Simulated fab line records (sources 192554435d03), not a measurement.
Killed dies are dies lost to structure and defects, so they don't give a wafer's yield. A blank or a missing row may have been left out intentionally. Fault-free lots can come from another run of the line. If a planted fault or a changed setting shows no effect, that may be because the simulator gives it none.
fab line records    flow n5-finfet
[record] lots = 9  wafers = 27  last-day = 17
route steps=1938 shown ZERO_LAYER@9 WELL_APT@50 PMOS_HMC_CHANNEL_EPI@68 BEOL_M4@1111
lots that met no fault: from a run of the same line without faults
start-h: hours from the record's opening day to when the first of the lot's shown wafers began    wait-h: hours from the lot's prior step to this one    " identical to the entry in the row above    L1.1+2: a single row standing in for several wafers    - either no value or no given start    * or withheld: withheld    < > ~ a bound
route shown NAME@n: names a module that has steps shown in the file, with the first one's number in the route    usual: mean and standard deviation over wafers with no fault    same: alike in all rows    chamber/n: place in a boat    sites: each site's reading    _std_site: standard deviation across them    _edge_site: inner sites' mean taken away from outer sites' mean    radius-mm: how far each site lies from the wafer's centre    mask NAME#n: copy n    behind: tool/chamber where the wafer was last shaped    hold: cause of the lot's hold/its duration in hours/its outcome    device: the transistor (n, p or np) that didn't switch    end of line: the route-end tests of the same wafers    for a step that has no rows: nothing shown but its recipe    killed: not the wafer's yield, but the dies lost to structure and defects at the first sort    map: per-die view of a wafer (x killed, . not killed, _ where there is no die)
set.NAME: the run value of the setting; set.NAME@STEP: its run value at that earlier step    model.NAME: the simulator's own value behind a step, which no gauge read
the route's steps for a sample of lots (tables are steps, rows are wafers)
services: the hour from which a tool's chamber was out of use, counted from the record's first day as start-h (under 0 if before that day), plus the number of hours and why
[[steps]]
[step N5_ZERO_LAYER_EXPOSE_08]
[recipe] mask-id = ZERO  na = 0.55  source-shape = conventional  sigma-outer = 0.8  polarization = unpolarized  defocus-nm = 0  target-cd-nm = 2000  dose-mj = 16.2
[same] sigma-outer = 0.8
lot.wafer   tool            chamber  start-h  wait-h  mask
L539.1+4+6  krf-scanner-02  0        42.48    -       ZERO#0
L542.1+4+6  krf-scanner-02  0        60.61    -       ZERO#0
L551.4+5+6  krf-scanner-02  0        114.50   -       ZERO#0
L552.1+4+6  krf-scanner-01  0        120.59   -       ZERO#0
L553.1+4+5  krf-scanner-02  0        126.63   -       ZERO#0
L554.2+3+4  krf-scanner-01  0        132.60   -       ZERO#0
L555.1+3+4  krf-scanner-02  0        138.59   -       ZERO#0
L556.2+3+6  krf-scanner-01  0        144.61   -       ZERO#0
L557.1+4+5  krf-scanner-02  0        150.59   -       ZERO#0
[step N5_ZERO_LAYER_CD_MEAS_11]
[recipe] target-cd-nm = 2000  landing-energy-ev = 500  detector = se-inlens
[usual] cd-nm = 2000.3/1.5
lot.wafer  tool       chamber  start-h  wait-h  cd-nm
L539.1     cd-sem-01  0        42.66    -       2023.3
L539.4     "          0        "        "       1999.9
L539.6     "          0        "        "       2000.6
L542.1     cd-sem-01  0        60.79    -       2020.9
L542.4     "          0        "        "       1999.3
L542.6     "          0        "        "       1999.5
L551.4     cd-sem-02  0        114.66   -       2001.9
L551.5     "          0        "        "       1999.7
L551.6     "          0        "        "       1999.8
L552.1     cd-sem-01  0        120.77   -       1999.2
L552.4     "          0        "        "       2001.3
L552.6     "          0        "        "       2000.2
L553.1     cd-sem-01  0        126.81   -       2002.4
L553.4     "          0        "        "       1999.7
L553.5     "          0        "        "       2001.2
L554.2     cd-sem-02  0        132.77   -       2002.4
L554.3     "          0        "        "       2002.6
L554.4     "          0        "        "       2002.4
L555.1     cd-sem-03  0        138.77   -       2002.8
L555.3     "          0        "        "       2001.6
L555.4     "          0        "        "       2002.9
L556.2     cd-sem-03  0        144.78   -       2000.6
L556.3     "          0        "        "       2000.4
L556.6     "          0        "        "       1999.9
L557.1     cd-sem-02  0        150.77   -       2001.3
L557.4     "          0        "        "       2001.2
L557.5     "          0        "        "       2001.3
[step N5_ZERO_LAYER_STRIP_24]
[recipe] chemistry = O2  power-w = 1000  temp-c = 250  overash-fraction = 0.3  pressure-mtorr = 1000  o2-flow-sccm = 6750
[usual] drypump-motor-current-A = 5.8/0.68  heater-power-w = 333/13  oes-product-au = 0.646/0.0044  strip-time-to-endpoint-s = 43.86/0.08
lot.wafer  tool             chamber  start-h  wait-h  drypump-motor-current-A  heater-power-w  oes-product-au  rf-hours-counter-h  strip-time-to-endpoint-s
L539.1     plasma-asher-01  0        42.91    0.1     6.6                      343             0.654           33                  43.72
L539.4     "                1        "        "       5.3                      336             0.649           -                   43.81
L539.6     "                0        "        "       6.6                      347             0.645           -                   43.71
L542.1     plasma-asher-01  0        61.04    0.1     6.6                      333             0.642           37                  43.93
L542.4     "                1        "        "       5.3                      337             0.644           -                   43.89
L542.6     "                0        "        "       6.6                      353             0.644           -                   43.84
L551.4     plasma-asher-01  1        114.93   0.1     5.3                      339             0.653           -                   43.97
L551.5     "                0        "        "       6.6                      344             0.652           -                   43.95
L551.6     "                1        "        "       5.3                      339             0.645           -                   43.98
L552.1     plasma-asher-01  1        121.02   0.1     5.3                      337             0.637           50                  43.85
L552.4     "                1        "        "       5.3                      338             0.648           -                   43.89
L552.6     "                1        "        "       5.3                      334             0.647           -                   43.82
L553.1     plasma-asher-02  0        127.09   0.1     4.9                      327             0.649           95                  43.89
L553.4     "                1        "        "       5.2                      306             0.646           -                   43.84
L553.5     "                0        "        "       4.9                      345             0.652           -                   43.89
L554.2     plasma-asher-02  0        133.02   0.1     4.9                      330             0.647           97                  43.98
L554.3     "                0        "        "       4.9                      342             0.652           -                   43.93
L554.4     "                1        "        "       5.2                      303             0.647           -                   44.01
L555.1     plasma-asher-01  1        139.02   0.1     5.3                      330             0.650           53                  43.75
L555.3     "                1        "        "       5.3                      327             0.649           -                   43.90
L555.4     "                0        "        "       6.6                      345             0.643           -                   43.79
L556.2     plasma-asher-01  0        145.03   0.1     6.6                      338             0.644           54                  43.97
L556.3     "                0        "        "       6.6                      335             0.647           -                   43.93
L556.6     "                1        "        "       5.3                      334             0.653           -                   43.88
L557.1     plasma-asher-01  1        151.02   0.1     5.3                      336             0.646           55                  43.88
L557.4     "                1        "        "       5.3                      337             0.650           -                   43.97
L557.5     "                1        "        "       5.3                      338             0.652           -                   43.87
[step N5_WELL_APT_RTA_34]
[recipe] temp-c = 1000  time-s = 10  ambient = N2  idle-temp-c = 600  ramp-up-c-per-s = 150  ramp-down-c-per-s = 60  cool-to-c = 600
[usual] lamp-power-pct = 13.00/0.056  lamp_zone_2_pct = 13.00/0.032  wafer_temp_C_max = 1003.5/1.1
lot.wafer  tool           chamber  start-h  wait-h  lamp-power-pct  lamp_zone_2_pct  wafer_temp_C_max
L539.1     rtp-anneal-01  0        45.64    0.1     13.10           12.96            1002.9
L539.4     "              0        "        "       12.92           12.98            1001.6
L539.6     "              0        "        "       13.01           13.05            1002.4
L542.1     rtp-anneal-01  0        63.91    0.0     12.99           12.98            1004.5
L542.4     "              0        "        "       12.94           12.98            1002.2
L542.6     "              0        "        "       12.99           12.95            1002.9
L551.4     rtp-anneal-02  0        117.96   0.1     12.94           13.04            1003.6
L551.5     "              0        "        "       12.81           12.99            1004.6
L551.6     "              0        "        "       13.03           12.98            1003.5
L552.1     rtp-anneal-01  0        124.56   0.0     13.04           13.00            1004.7
L552.4     "              0        "        "       13.00           12.97            1005.0
L552.6     "              0        "        "       12.95           12.96            1004.3
L553.1     rtp-anneal-02  0        130.16   0.0     13.03           12.94            1003.9
L553.4     "              0        "        "       13.07           13.05            1003.7
L553.5     "              0        "        "       12.93           13.00            1002.3
L554.2     rtp-anneal-02  0        135.73   0.0     13.02           12.99            1004.1
L554.3     "              0        "        "       12.99           13.03            1002.4
L554.4     "              0        "        "       13.01           12.97            1003.0
L555.1     rtp-anneal-02  0        141.77   0.1     12.96           13.01            1003.9
L555.3     "              0        "        "       13.05           12.98            1006.9
L555.4     "              0        "        "       13.03           13.01            1002.4
L556.2     rtp-anneal-01  0        147.99   0.0     13.00           13.03            1003.9
L556.3     "              0        "        "       13.04           13.02            1002.1
L556.6     "              0        "        "       13.02           12.96            1002.5
L557.1     rtp-anneal-02  0        153.68   0.0     13.04           13.01            1003.1
L557.4     "              0        "        "       12.93           13.03            1002.7
L557.5     "              0        "        "       12.94           13.00            1002.8
[step N5_PMOS_HMC_CHANNEL_EPI_DESCUM_14]
[recipe] chemistry = O2  time-s = 7.9  source-power-w = 50  bias-power-w = 20  pressure-mtorr = 20  rf-frequency-hz = 2.712e+07  temp-c = 40  resist = CAR-ArF-block  o2-flow-sccm = 225
[usual] drypump-motor-current-A = 5.6/0.59  oes-product-au = 0.76/0.079  rf-vpp-V = 243.4/1.6  showerhead-plenum-p-Torr = 2.11/0.088  throttle-valve-pct = 20.41/0.19
lot.wafer  tool         chamber  start-h  wait-h  drypump-motor-current-A  oes-product-au  rf-hours-counter-h  rf-vpp-V  showerhead-plenum-p-Torr  throttle-valve-pct
L539.1     rie-diel-03  1        47.91    0.9     5.4                      0.77            143                 244.8     2.19                      20.25
L539.4     "            1        "        "       5.5                      0.77            -                   242.9     2.19                      20.27
L539.6     "            3        "        "       5.2                      0.82            -                   240.3     1.94                      20.13
L542.1     rie-diel-03  0        65.54    0.0     5.4                      0.73            192                 244.4     2.18                      20.35
L542.4     "            0        "        "       5.4                      0.74            -                   243.9     2.18                      20.35
L542.6     "            3        "        "       5.2                      0.81            -                   239.6     1.94                      20.13
L551.4     rie-diel-03  3        119.24   0.1     5.2                      0.79            -                   240.3     1.93                      20.18
L551.5     "            2        "        "       5.2                      0.77            -                   244.5     2.19                      20.32
L551.6     "            0        "        "       5.4                      0.72            -                   245.1     2.17                      20.39
L552.1     rie-diel-01  0        125.84   0.0     6.0                      0.69            232                 243.5     2.16                      20.62
L552.4     "            3        "        "       4.9                      0.67            233                 242.2     2.15                      20.31
L552.6     "            3        "        "       4.9                      0.67            -                   244.0     2.15                      20.33
L553.1     rie-diel-01  1        131.85   0.0     5.8                      0.96            14                  245.5     2.23                      20.19
L553.4     "            0        "        "       6.0                      0.69            235                 243.9     2.16                      20.64
L553.5     "            3        "        "       4.9                      0.68            -                   243.4     2.15                      20.32
L554.2     rie-diel-05  0        137.11   0.0     4.7                      0.91            24                  244.2     2.04                      20.13
L554.3     "            3        "        "       6.8                      0.78            130                 241.3     2.01                      20.37
L554.4     "            2        "        "       6.2                      0.73            159                 240.5     2.01                      20.62
L555.1     rie-diel-01  0        143.71   0.1     6.0                      0.68            240                 244.8     2.16                      20.64
L555.3     "            2        "        "       6.4                      0.75            171                 245.8     2.16                      20.67
L555.4     "            1        "        "       5.8                      0.94            19                  245.3     2.23                      20.20
L556.2     rie-diel-05  0        149.27   0.0     4.7                      0.89            28                  243.9     2.04                      20.13
L556.3     "            3        "        "       6.8                      0.78            135                 242.3     2.00                      20.38
L556.6     "            0        "        "       4.7                      0.89            -                   242.9     2.04                      20.15
L557.1     rie-diel-03  1        155.12   0.2     5.4                      0.75            168                 244.8     2.18                      20.29
L557.4     "            3        "        "       5.2                      0.77            117                 240.2     1.93                      20.17
L557.5     "            2        "        "       5.2                      0.76            -                   246.0     2.19                      20.34
[step N5_BEOL_M4_RC_MEAS_101]
[usual] DIBL_N = 36.3/1  DIBL_P = 36.2/1.4  IOFF_N = 0.157/0.021  IOFF_P = 0.206/0.025  ION_N = 673/9  ION_P = 461/6.4  SS_N = 71.5/0.5  SS_P = 73.2/0.47  VT_N = 249.9/2.4  VT_P = -250.6/2.9
lot.wafer  tool       chamber  start-h  wait-h  DIBL_N[mV/V]  DIBL_P[mV/V]  IOFF_N[nA/um]  IOFF_P[nA/um]  ION_N[uA/um]  ION_P[uA/um]  SS_N[mV/dec]  SS_P[mV/dec]  VT_N[mV]  VT_P[mV]
L539.1     prober-02  0        199.64   0.0     36.7          37.4          0.170          0.224          669           464           72.4          73.5          247.3     -249.1
L539.4     "          0        "        "       35.1          36.1          0.145          0.196          665           456           71.5          73.2          251.9     -252.0
L539.6     "          0        "        "       35.3          36.2          0.144          0.196          661           458           70.9          73.4          251.8     -252.4
L542.1     prober-02  0        206.44   0.0     36.2          35.7          0.148          0.186          673           457           71.8          73.9          250.7     -252.1
L542.4     "          0        "        "       36.6          35.6          0.154          0.178          675           456           71.9          72.4          248.6     -251.9
L542.6     "          0        "        "       36.2          35.8          0.151          0.182          677           467           71.1          73.3          250.7     -252.5
L551.4     prober-02  0        268.79   0.5     35.6          35.9          0.151          0.179          665           455           70.6          73.3          248.0     -254.9
L551.5     "          0        "        "       36.8          37.1          0.173          0.206          666           455           71.6          72.8          250.0     -251.5
L551.6     "          0        "        "       36.5          37.8          0.172          0.214          678           463           71.6          73.4          248.5     -252.5
L552.1     prober-01  0        271.10   0.0     37.3          38.0          0.173          0.249          690           471           72.1          73.8          249.4     -244.6
L552.4     "          0        "        "       37.6          38.4          0.181          0.255          685           480           72.4          73.7          245.4     -244.6
L552.6     "          0        "        "       36.7          36.6          0.157          0.226          674           466           72.5          72.7          247.9     -248.5
L553.1     prober-02  0        281.11   0.0     37.5          35.7          0.148          0.179          665           448           71.8          73.4          251.7     -255.2
L553.4     "          0        "        "       35.4          34.3          0.120          0.157          667           455           70.2          72.9          252.6     -255.0
L553.5     "          0        "        "       35.9          34.6          0.132          0.162          660           455           72.1          72.3          252.5     -255.7
L554.2     prober-01  0        287.29   0.8     35.8          36.5          0.162          0.227          680           469           71.4          74.0          245.4     -247.4
L554.3     "          0        "        "       34.6          35.0          0.136          0.198          670           467           71.5          72.7          251.9     -251.0
L554.4     "          0        "        "       35.3          35.7          0.152          0.210          677           468           71.4          73.7          251.6     -245.4
L555.1     prober-01  0        289.16   0.0     35.8          34.6          0.141          0.206          679           470           71.0          73.2          250.3     -247.9
L555.3     "          0        "        "       36.5          34.8          0.147          0.210          665           463           71.5          72.5          248.9     -246.2
L555.4     "          0        "        "       35.6          34.3          0.142          0.208          681           472           71.0          72.6          250.8     -247.9
L556.2     prober-02  0        301.82   0.2     37.8          38.4          0.180          0.230          674           462           71.7          74.2          248.4     -251.4
L556.3     "          0        "        "       35.6          35.6          0.145          0.187          664           457           72.1          72.9          251.5     -251.2
L556.6     "          0        "        "       33.4          32.3          0.106          0.148          663           455           70.7          72.3          255.4     -255.0
L557.1     prober-02  0        306.57   0.0     36.6          39.0          0.183          0.210          688           469           71.7          73.4          246.7     -247.7
L557.4     "          0        "        "       37.6          40.5          0.208          0.230          697           462           71.7          73.7          247.3     -248.8
L557.5     "          0        "        "       36.7          38.5          0.187          0.207          686           462           72.0          73.4          246.2     -249.5
[[services]]
tool             chamber  start-h  hours  kind
krf-scanner-02   -        29.71    0.8    pm
plasma-asher-02  -        55.61    2.2    repair
krf-scanner-01   -        58.90    0.8    pm
rie-diel-05      -        61.15    0.7    repair
rie-diel-01      1        67.90    -      clean
rie-diel-01      1        67.90    -      consumable-replace:focus-ring
rie-diel-01      1        67.90    -      consumable-replace:showerhead
rie-diel-01      1        67.90    21.2   scheduled-down
rie-diel-01      1        67.90    21.2   vent-cycle
krf-scanner-02   -        69.21    11.6   pm
rie-diel-05      -        76.88    0.9    repair
krf-scanner-01   -        81.51    4.0    pm
rie-diel-03      1        95.95    26.3   repair
krf-scanner-02   -        99.70    1.3    pm
krf-scanner-01   -        101.00   1.0    pm
plasma-asher-02  -        108.90   1.4    repair
rie-diel-05      2        110.34   6.6    repair
krf-scanner-01   -        113.91   1.3    pm
krf-scanner-02   -        116.50   1.5    repair
krf-scanner-02   -        119.62   1.0    pm
rie-diel-05      -        125.78   2.8    pm
rie-diel-01      3        132.83   3.4    repair
rie-diel-03      -        137.82   2.8    pm
plasma-asher-01  -        153.76   14.6   pm
[[key]]
[first-sign] step = N5_ZERO_LAYER_CD_MEAS_11  reading = cd-nm  direction = up  sigmas = 15  usual = 2000.3  struck = 2022.1
effect none on later readings
met-at N5_ZERO_LAYER_EXPOSE_08
struck-lots L539,L542
struck-wafers L539.1,L542.1
not-acting-at N5_ZERO_LAYER_STRIP_24,N5_WELL_APT_RTA_34,N5_PMOS_HMC_CHANNEL_EPI_DESCUM_14
[fault] kind = process-parameter-drift  tool = krf-scanner-02  chamber = -  onset-h = 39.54  steps = N5_ZERO_LAYER_EXPOSE_08  channel = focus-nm  offset = 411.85  shape = step  end-h = 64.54  scope = struck-wafers-only
